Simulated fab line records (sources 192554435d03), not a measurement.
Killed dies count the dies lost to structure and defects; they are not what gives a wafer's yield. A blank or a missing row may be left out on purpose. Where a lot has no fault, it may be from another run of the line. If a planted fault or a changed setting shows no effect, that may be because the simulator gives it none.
fab line records | flow n5-finfet
record: lots: 7 | wafers: 39
route steps=1938 shown DUMMY_GATE@243 MOL_CONTACT_COAG@586
start-h: the number of hours between the record's first day and the start of the first shown wafer of the lot | wait-h: hours from the lot's prior step to this one | " the same as in the row above | L1.1+2: a row that stands for several wafers | - no value present, or no start provided | * or withheld: withheld | < > ~ a bound
route shown NAME@n: names a module that has steps shown in the file, with the first one's number in the route | usual: mean/standard deviation of fault-free wafers | same: alike in all rows | chamber/n: place in a boat | sites: each site's reading | _std_site: standard deviation across them | _edge_site: inner sites' mean taken away from outer sites' mean | radius-mm: for every site, how far away it sits from the centre of the wafer | mask NAME#n: copy n | behind: tool/chamber where the wafer was last shaped | hold: reason for holding the lot/hours on hold/outcome of the hold | device: the transistor (n, p or np) that didn't switch | end of line: the route-end tests of the same wafers | a step with no rows: only its recipe | killed: dies lost to structure and defects at the first sort, not the wafer's yield | map: a wafer's dies, marking killed ones x, the rest . and places with no die _
set.NAME: the setting that was run; set.NAME@STEP: the one run at that earlier step | model.NAME: the simulator's own value behind a step, which no gauge read
lots where settings were altered on purpose, with a table for each step and a row for each wafer
== steps ==
step: N5_DUMMY_GATE_ETCH_31
recipe: chemistry: C4F6/O2 | target: SiO2 | mask-material: SOC | target-depth-a: 825 | time-s: 27.5 | ion-energy-ev: 250 | pressure-mtorr: 30 | source-w: 345 | bias-w: 185 | Ar_flow_sccm: 300 | C4F6_flow_sccm: 10 | O2_flow_sccm: 10
lot.wafer | tool        | chamber | start-h | wait-h | set.target-depth-a | model.etch.depth-nm
L074.1    | rie-diel-06 | 0       | 46.48   | 0.0    | 825                | 82.26
L074.2    | "           | 2       | "       | "      | 931.9              | 89.67
L074.3    | "           | 3       | "       | "      | 931.9              | 93.36
L074.4    | "           | 1       | "       | "      | 825                | 79.24
L074.5    | "           | 0       | "       | "      | 825                | 82.56
L074.6    | "           | 1       | "       | "      | 931.9              | 90.01
L078.1    | rie-diel-04 | 2       | 75.15   | 0.0    | 825                | 81.69
L078.3    | "           | 1       | "       | "      | 825                | 83.77
L078.6    | "           | 0       | "       | "      | 825                | 79.74
L079.1    | rie-diel-04 | 2       | 76.62   | 0.0    | 795.2              | 78.11
L079.2    | "           | 1       | "       | "      | 825                | 83.47
L079.3    | "           | 0       | "       | "      | 795.2              | 77.05
L079.4    | "           | 3       | "       | "      | 825                | 81.01
L079.5    | "           | 1       | "       | "      | 795.2              | 79.09
L079.6    | "           | 0       | "       | "      | 825                | 79.69
L081.1    | rie-diel-02 | 3       | 97.05   | 0.0    | 825                | 84.87
L081.2    | "           | 0       | "       | "      | 825                | 82.65
L081.3    | "           | 1       | "       | "      | 825                | 84.21
L081.4    | "           | 2       | "       | "      | 825                | 79.23
L081.5    | "           | 0       | "       | "      | 825                | 83.05
L081.6    | "           | 1       | "       | "      | 825                | 83.92
L085.1    | rie-diel-04 | 3       | 119.91  | 0.0    | 825                | 81.12
L085.2    | "           | 1       | "       | "      | 825                | 83.37
L085.3    | "           | 2       | "       | "      | 900.9              | 87.71
L085.4    | "           | 0       | "       | "      | 900.9              | 87.1
L085.5    | "           | 2       | "       | "      | 825                | 80.91
L085.6    | "           | 1       | "       | "      | 900.9              | 89.42
L090.1    | rie-diel-04 | 3       | 146.06  | 0.0    | 777                | 76.75
L090.2    | "           | 2       | "       | "      | 777                | 75.38
L090.3    | "           | 0       | "       | "      | 825                | 80.52
L090.4    | "           | 1       | "       | "      | 825                | 82.9
L090.5    | "           | 2       | "       | "      | 825                | 80
L090.6    | "           | 1       | "       | "      | 777                | 79.27
L091.1    | rie-diel-02 | 2       | 149.53  | 0.0    | 780.6              | 76.18
L091.2    | "           | 0       | "       | "      | 825                | 82.39
L091.3    | "           | 3       | "       | "      | 825                | 84.16
L091.4    | "           | 1       | "       | "      | 780.6              | 79.8
L091.5    | "           | 2       | "       | "      | 825                | 80.41
L091.6    | "           | 3       | "       | "      | 780.6              | 79.38
step: N5_MOL_CONTACT_COAG_VIA_ETCH_46
recipe: chemistry: C4F6/O2 | target-depth-a: 460 | overetch-a: 92 | mask-material: SOC | target: SiO2 | bias-w: 455 | pressure-mtorr: 10 | time-s: 40 | source-w: 325 | Ar_flow_sccm: 300 | C4F6_flow_sccm: 10 | O2_flow_sccm: 10 | ion-energy-ev: 575.3 | ends: end-point
usual: rf-vpp-V: 1582/27
lot.wafer | tool        | chamber | start-h | wait-h | set.bias-w | rf-vpp-V
L074.1    | rie-diel-05 | 3       | 105.02  | 0.0    | 383.7      | 1393
L074.2    | "           | 0       | "       | "      | 455        | 1577
L074.3    | "           | 1       | "       | "      | 455        | 1577
L074.4    | "           | 3       | "       | "      | 455        | 1582
L074.5    | "           | 0       | "       | "      | 383.7      | 1389
L074.6    | "           | 1       | "       | "      | 383.7      | 1388
L078.1    | rie-diel-03 | 3       | 131.37  | 0.0    | 455        | 1562
L078.3    | "           | 0       | "       | "      | 455        | 1622
L078.6    | "           | 2       | "       | "      | 455        | 1540
L079.1    | rie-diel-03 | 1       | 133.60  | 0.0    | 538.3      | 1808
L079.2    | "           | 3       | "       | "      | 538.3      | 1765
L079.3    | "           | 2       | "       | "      | 455        | 1541
L079.4    | "           | 0       | "       | "      | 455        | 1623
L079.5    | "           | 2       | "       | "      | 455        | 1542
L079.6    | "           | 3       | "       | "      | 538.3      | 1766
L081.1    | rie-diel-03 | 0       | 151.60  | 0.0    | 455        | 1621
L081.2    | "           | 1       | "       | "      | 498.8      | 1712
L081.3    | "           | 0       | "       | "      | 498.8      | 1736
L081.4    | "           | 1       | "       | "      | 455        | 1599
L081.5    | "           | 1       | "       | "      | 498.8      | 1712
L081.6    | "           | 0       | "       | "      | 455        | 1621
L085.1    | rie-diel-03 | 2       | 170.76  | 0.0    | 455        | 1541
L085.2    | "           | 0       | "       | "      | 455        | 1621
L085.3    | "           | 3       | "       | "      | 455        | 1558
L085.4    | "           | 1       | "       | "      | 542.1      | 1815
L085.5    | "           | 0       | "       | "      | 542.1      | 1844
L085.6    | "           | 3       | "       | "      | 542.1      | 1774
L091.1    | rie-diel-01 | 2       | 201.28  | 0.0    | 455        | 1610
L091.2    | "           | 3       | "       | "      | 539.2      | 1776
L091.3    | "           | 0       | "       | "      | 455        | 1578
L091.4    | "           | 2       | "       | "      | 539.2      | 1825
L091.5    | "           | 3       | "       | "      | 455        | 1568
L091.6    | "           | 0       | "       | "      | 539.2      | 1789
L090.1    | rie-diel-03 | 1       | 201.53  | 0.0    | 455        | 1597
L090.2    | "           | 3       | "       | "      | 503.1      | 1680
L090.3    | "           | 2       | "       | "      | 503.1      | 1662
L090.4    | "           | 0       | "       | "      | 503.1      | 1747
L090.5    | "           | 1       | "       | "      | 455        | 1597
L090.6    | "           | 2       | "       | "      | 455        | 1540
== key ==
split: step: N5_DUMMY_GATE_ETCH_31 | setting: target-depth-a | stated: 825 | by: wafer
response: step: N5_DUMMY_GATE_ETCH_31 | reading: model.etch.depth-nm | change: +0.728 | per: 1% | r: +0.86
split: step: N5_MOL_CONTACT_COAG_VIA_ETCH_46 | setting: bias-w | stated: 455 | by: wafer
response: step: N5_MOL_CONTACT_COAG_VIA_ETCH_46 | reading: rf-vpp-V | change: +11.8 | per: 1% | r: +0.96
